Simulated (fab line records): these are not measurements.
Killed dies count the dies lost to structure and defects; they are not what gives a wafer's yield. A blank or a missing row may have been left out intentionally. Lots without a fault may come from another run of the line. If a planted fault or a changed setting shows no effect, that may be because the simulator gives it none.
Which tool was responsible? -- flow nand-harc -- 13 lots, 39 wafers sampled, at 5 steps of a route of 1302

## WHAT THE GAUGES SHOWED, per wafer
NHARC_A_ONON_D2_THK_MEAS_11: measures by ellipsometry.
lot,measured,on,thk-nm (nm)
L437,day 12 15:05,film-metro-02,992 991 993
L441,day 13 19:54,film-metro-02,1000 998 996
L443,day 14 12:25,film-metro-01,988 987 985
L442,day 14 12:40,film-metro-02,1000 1001 1001
L444,day 15 06:38,film-metro-02,1019 1019 1019
L446,day 16 14:35,film-metro-01,992 992 991
L449,day 17 12:04,film-metro-02,1000 1000 1001
L448,day 17 12:30,film-metro-02,1012 1011 1011
L450,day 18 13:36,film-metro-02,984 984 983
L451,day 18 19:02,film-metro-02,1009 1008 1007
L452,day 18 19:05,film-metro-01,1005 1006 1005
L456,day 19 22:53,film-metro-02,989 987 988
L457,day 21 04:36,film-metro-02,1017 1018 1017

NHARC_A_CHANNEL_HOLE_D2_CD_MEAS_10: the cd target is 100 nm.
lot,measured,on,cd-nm (nm)
L437,day 13 04:39,cd-sem-03,99.7 99.4 99.0
L441,day 14 12:47,cd-sem-03,100.9 100.3 100.3
L443,day 15 02:44,cd-sem-03,100.8 99.9 99.9
L442,day 15 02:24,cd-sem-01,100.2 99.6 100.6
L444,day 15 21:07,cd-sem-02,100.2 100.3 99.9
L446,day 17 04:34,cd-sem-01,100.5 100.4 99.9
L449,day 18 02:31,cd-sem-01,99.7 99.8 100.0
L448,day 18 02:13,cd-sem-03,100.1 99.5 100.3
L450,day 19 03:22,cd-sem-02,99.9 99.7 100.1
L451,day 19 11:20,cd-sem-01,99.3 100.0 99.9
L452,day 19 12:59,cd-sem-01,99.9 99.5 100.4
L456,day 20 10:35,cd-sem-01,100.3 99.9 100.9
L457,day 21 19:59,cd-sem-01,100.8 101.1 100.0

NHARC_END_SORT_01.
lot,measured,on,killed-at-array,killed-at-other,killed-at-periphery,killed-dies,killed-open,killed-short
L450,day 30 21:21,prober-01,65 45 62,3 2 0,5 8 13,73 55 75,4 2 5,4 0 4

## WHAT TOOL EACH LOT RAN ON (gives the tool, then ch and the chambers of the sampled wafers, and finally the start)
lot,NHARC_A_CHANNEL_HOLE_D2_SOFTBAKE_05,NHARC_A_CHANNEL_HOLE_D2_ETCH_21
L437,"litho-track-04 ch 0, day 13 04:00","har-etch-01 ch 0,1, day 13 07:31"
L441,"litho-track-01 ch 0, day 14 12:00","har-etch-01 ch 0, day 14 19:18"
L443,"litho-track-01 ch 0, day 15 02:00","har-etch-01 ch 0,1, day 15 07:41"
L442,"litho-track-04 ch 0, day 15 02:00","har-etch-02 ch 1, day 15 04:46"
L444,"litho-track-01 ch 0, day 15 20:00","har-etch-01 ch 0,1, day 16 01:38"
L446,"litho-track-01 ch 0, day 17 04:00","har-etch-02 ch 0,1, day 17 12:34"
L449,"litho-track-04 ch 0, day 18 02:00","har-etch-01 ch 0,1, day 18 07:01"
L448,"litho-track-01 ch 0, day 18 01:00","har-etch-02 ch 0,1, day 18 04:48"
L450,"litho-track-06 ch 0, day 19 02:00","har-etch-02 ch 1, day 19 05:13"
L451,"litho-track-04 ch 0, day 19 11:00","har-etch-01 ch 0,1, day 19 13:08"
L452,"litho-track-04 ch 0, day 19 12:00","har-etch-01 ch 0,1, day 19 17:30"
L456,"litho-track-04 ch 0, day 20 10:00","har-etch-01 ch 0,1, day 20 15:43"
L457,"litho-track-06 ch 0, day 21 19:00","har-etch-01 ch 0,1, day 21 21:55"
- NHARC_A_CHANNEL_HOLE_D2_SOFTBAKE_05: time 55 s.
- NHARC_A_CHANNEL_HOLE_D2_ETCH_21: etches the open film in C4F8/O2/Ar, time 514.3 s, target depth 1600 nm.

## WHAT THE TOOLS THEMSELVES READ (means of the sampled wafers that have a number; where no wafer has one, the mark that the record gives instead)
NHARC_A_CHANNEL_HOLE_D2_SOFTBAKE_05.
lot,tool,heater-power-total-W (W),resist-line-temp-C (C)
L437,litho-track-04,188.65,23.11
L441,litho-track-01,188.50,22.86
L443,litho-track-01,188.41,22.97
L442,litho-track-04,188.48,22.98
L444,litho-track-01,188.57,23.04
L446,litho-track-01,188.42,22.99
L449,litho-track-04,188.51,23.09
L448,litho-track-01,188.45,23.04
L450,litho-track-06,188.40,22.91
L451,litho-track-04,188.49,22.99
L452,litho-track-04,233.59,23.09
L456,litho-track-04,278.41,22.87
L457,litho-track-06,188.64,22.92

NHARC_A_CHANNEL_HOLE_D2_ETCH_21.
lot,tool,chamber-pressure-mTorr (mTorr),drypump-motor-current-A (A),o2-flow-sccm (sccm),showerhead-plenum-p-Torr (Torr),throttle-valve-pct (%)
L437,har-etch-01,20.016,6.00,35.67,3.699,32.155
L441,har-etch-01,20.009,6.08,35.72,3.687,32.157
L443,har-etch-01,20.008,6.00,35.73,3.680,32.157
L442,har-etch-02,20.007,6.18,35.59,3.722,32.157
L444,har-etch-01,19.997,6.00,35.66,3.674,32.159
L446,har-etch-02,19.993,6.10,35.76,3.710,32.154
L449,har-etch-01,19.994,5.92,35.59,3.656,32.149
L448,har-etch-02,20.026,6.13,35.71,3.701,32.159
L450,har-etch-02,19.999,6.19,35.74,3.695,32.154
L451,har-etch-01,20.003,5.92,35.77,3.650,32.161
L452,har-etch-01,19.989,5.94,35.64,3.648,32.156
L456,har-etch-01,20.004,5.92,35.71,3.639,32.152
L457,har-etch-01,20.001,5.92,35.61,3.629,32.152

## THE ANSWER, worked out from the rows above alone
Rule: the usual values come from the lots themselves. The widest of any qualifying gaps counts: lots, ordered by their means at a reading, are off when they make up no more than a third of the lots, leave a main group of 4 or more, and stand apart from it by 3 or more times the standard deviation of that group's means. A main group whose means are all the same, to the digits that the tables above print for the reading, isn't used. A lot without any number at a reading at which 4 lots or more have one is off too. Where the step has rows for the other lots, those lots are counted as sound. After the gauges, taken in route order, come the tools' own readings; for these a lot's mean is taken, as printed above. At the first step where some lot is off, the reading lying furthest off is the one used; lots without a number count as furthest.
Off: L452, L456, at NHARC_A_CHANNEL_HOLE_D2_SOFTBAKE_05 (heater-power-total-W). The main group has a mean of 188.50 W with a standard deviation of 0.082.
A tool fits if, at that step or a process step before it, it ran every lot that is off, and no sound lot after the first of them. One candidate fits, namely litho-track-04 at NHARC_A_CHANNEL_HOLE_D2_SOFTBAKE_05. Its last sound lot is L451 (day 19 11:00), its first lot that is off L452 (day 19 12:00): a fault that began between those two fits.
On the lots that are off, the tool's own readings at NHARC_A_CHANNEL_HOLE_D2_SOFTBAKE_05 differ by more than 5 times the standard deviation of the sound lots' means, which bears it out; heater-power-total-W reads 256.00 W there versus 188.50 W on the sound lots.

## WHAT THE SIMULATOR PUT IN
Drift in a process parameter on litho-track-04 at NHARC_A_CHANNEL_HOLE_D2_SOFTBAKE_05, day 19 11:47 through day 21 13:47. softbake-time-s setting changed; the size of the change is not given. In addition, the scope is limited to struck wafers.
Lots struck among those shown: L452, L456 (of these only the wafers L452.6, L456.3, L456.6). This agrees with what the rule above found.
